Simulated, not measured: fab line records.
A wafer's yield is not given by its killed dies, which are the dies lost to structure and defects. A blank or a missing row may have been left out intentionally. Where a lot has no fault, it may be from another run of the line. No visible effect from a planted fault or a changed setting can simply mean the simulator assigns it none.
Chamber matching + flow n5 finfet + 4 sister chambers for N5_BEOL_M6_CMP_52 on cmp-02
The step polishes, stops on SiCOH lowk, t overpolish 6.9 s, target thk 80 nm. 4 wafers are shown with their chamber, then 12 later ones without.

== WAFERS WITH THEIR CHAMBER ==
| wafer  | chamber | motor current A (A) |
|--------|---------|---------------------|
| L086.2 | 3       | 5.7                 |
| L089.2 | 2       | 7.5                 |
| L089.4 | 0       | 7.7                 |
| L089.5 | 1       | 5.3                 |

== WAFERS WITHOUT THEIR CHAMBER ==
| wafer  | motor current A (A) |
|--------|---------------------|
| L090.2 | 5.0                 |
| L090.4 | 7.2                 |
| L090.5 | 7.1                 |
| L079.1 | 7.1                 |
| L079.2 | 4.9                 |
| L079.6 | 5.2                 |
| L097.1 | 5.2                 |
| L097.2 | 5.8                 |
| L097.6 | 5.9                 |
| L095.1 | 7.7                 |
| L095.4 | 5.0                 |
| L095.6 | 7.3                 |

== CHAMBER TAKEN BY EACH ==
| wafer  | from the rows above     | in truth |
|--------|-------------------------|----------|
| L090.2 | can't be placed: 1 or 3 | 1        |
| L090.4 | can't be placed: 2 or 0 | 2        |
| L090.5 | can't be placed: 2 or 0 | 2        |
| L079.1 | can't be placed: 2 or 0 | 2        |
| L079.2 | can't be placed: 1 or 3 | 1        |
| L079.6 | can't be placed: 1 or 3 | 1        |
| L097.1 | can't be placed: 1 or 3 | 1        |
| L097.2 | can't be placed: 3 or 1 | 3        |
| L097.6 | can't be placed: 3 or 1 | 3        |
| L095.1 | can't be placed: 0 or 2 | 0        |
| L095.4 | can't be placed: 1 or 3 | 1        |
| L095.6 | can't be placed: 2 or 0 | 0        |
Correctly placed: 0 of 12. These rows do not allow placing 12 (true chamber among the candidates in 12). Number placed wrongly: 0.
How it was worked out, from the rows above alone: a wafer's distance from a chamber is the root of the sum, over the readings, of the square of ((its reading less the chamber's mean) divided by the reading's scatter). If the next closest chamber is less than 2 further off than the closest, the wafer can't be placed; otherwise it belongs to the closest. The mean given for a chamber averages the wafers shown for that chamber. The scatter: root of mean squared gap, hidden wafer to nearest shown wafer, with one shown wafer a chamber.
